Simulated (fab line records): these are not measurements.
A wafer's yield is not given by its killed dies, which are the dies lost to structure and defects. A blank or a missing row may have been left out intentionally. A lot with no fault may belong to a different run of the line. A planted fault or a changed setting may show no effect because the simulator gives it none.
Matching of chambers :: flow n5Finfet :: N5_BEOL_M5_VIA_ETCH_34 on rieDiel-02: 4 sister chambers
The step etches SiCOH lowk in C4F6/O2, target depth 88.3 nm, time 39.2 s. 14 wafers are shown with their chamber, then 7 later ones without.

WAFERS PAIRED WITH THEIR CHAMBERS
wafer: L075.3
chamber: 2
drypumpMotorCurrentA (A): 5.8
throttleValvePct (%): 20.6
rfVppV (V): 677

wafer: L075.4
chamber: 0
drypumpMotorCurrentA (A): 6.0
throttleValvePct (%): 21.3
rfVppV (V): 650

wafer: L075.6
chamber: 1
drypumpMotorCurrentA (A): 5.9
throttleValvePct (%): 20.5
rfVppV (V): 639

wafer: L080.1
chamber: 2
drypumpMotorCurrentA (A): 5.8
throttleValvePct (%): 20.6
rfVppV (V): 677

wafer: L080.2
chamber: 3
drypumpMotorCurrentA (A): 5.0
throttleValvePct (%): 21.5
rfVppV (V): 679

wafer: L080.6
chamber: 1
drypumpMotorCurrentA (A): 5.9
throttleValvePct (%): 20.5
rfVppV (V): 638

wafer: L083.2
chamber: 2
drypumpMotorCurrentA (A): 5.8
throttleValvePct (%): 20.6
rfVppV (V): 680

wafer: L083.4
chamber: 3
drypumpMotorCurrentA (A): 5.0
throttleValvePct (%): 21.5
rfVppV (V): 678

wafer: L083.5
chamber: 3
drypumpMotorCurrentA (A): 5.0
throttleValvePct (%): 21.5
rfVppV (V): 679

wafer: L085.3
chamber: 3
drypumpMotorCurrentA (A): 5.1
throttleValvePct (%): 21.5
rfVppV (V): 679

wafer: L085.5
chamber: 0
drypumpMotorCurrentA (A): 6.0
throttleValvePct (%): 21.3
rfVppV (V): 649

wafer: L085.6
chamber: 3
drypumpMotorCurrentA (A): 5.0
throttleValvePct (%): 21.5
rfVppV (V): 678

wafer: L090.1
chamber: 1
drypumpMotorCurrentA (A): 5.9
throttleValvePct (%): 20.6
rfVppV (V): 637

wafer: L090.5
chamber: 1
drypumpMotorCurrentA (A): 5.9
throttleValvePct (%): 20.6
rfVppV (V): 638

SIGNATURES, as means of the wafers listed above
reading: drypumpMotorCurrentA
chamber 0: 6.000
chamber 1: 5.900
chamber 2: 5.800
chamber 3: 5.020
scatter within a chamber: 0.0283

reading: throttleValvePct
chamber 0: 21.300
chamber 1: 20.550
chamber 2: 20.600
chamber 3: 21.500
scatter within a chamber: 0.0316

reading: rfVppV
chamber 0: 649.50
chamber 1: 638.00
chamber 2: 678.00
chamber 3: 678.60
scatter within a chamber: 0.985
Rule: for each reading, subtract the chamber's mean from the wafer's reading, divide by that reading's scatter and square the result; add these up over the readings and take the root, which gives the wafer's distance from the chamber. If the next closest chamber is less than 2 further off than the closest, the wafer can't be placed; otherwise it belongs to the closest. The scatter: take each reading less its chamber's mean, square it, sum over the shown wafers, divide by the number of wafers less the number of chambers, and take the root.

WAFERS WITHOUT THEIR CHAMBER
wafer: L090.6
drypumpMotorCurrentA (A): 5.8
throttleValvePct (%): 20.3
rfVppV (V): 677

wafer: L094.4
drypumpMotorCurrentA (A): 5.8
throttleValvePct (%): 20.4
rfVppV (V): 676

wafer: L094.5
drypumpMotorCurrentA (A): 5.1
throttleValvePct (%): 21.5
rfVppV (V): 679

wafer: L094.6
drypumpMotorCurrentA (A): 6.0
throttleValvePct (%): 21.4
rfVppV (V): 650

wafer: L095.1
drypumpMotorCurrentA (A): 5.1
throttleValvePct (%): 21.5
rfVppV (V): 677

wafer: L095.5
drypumpMotorCurrentA (A): 5.9
throttleValvePct (%): 20.6
rfVppV (V): 639

wafer: L095.6
drypumpMotorCurrentA (A): 6.0
throttleValvePct (%): 21.4
rfVppV (V): 649

THE CHAMBER EACH PASSED THROUGH
wafer: L090.6
from the rows above: 2
in truth: 2

wafer: L094.4
from the rows above: 2
in truth: 2

wafer: L094.5
from the rows above: 3
in truth: 3

wafer: L094.6
from the rows above: 0
in truth: 0

wafer: L095.1
from the rows above: 3
in truth: 3

wafer: L095.5
from the rows above: 1
in truth: 1

wafer: L095.6
from the rows above: 0
in truth: 0
Correct placement for 7 of the 7. From these rows, 0 cannot be placed. 0 placed wrongly.
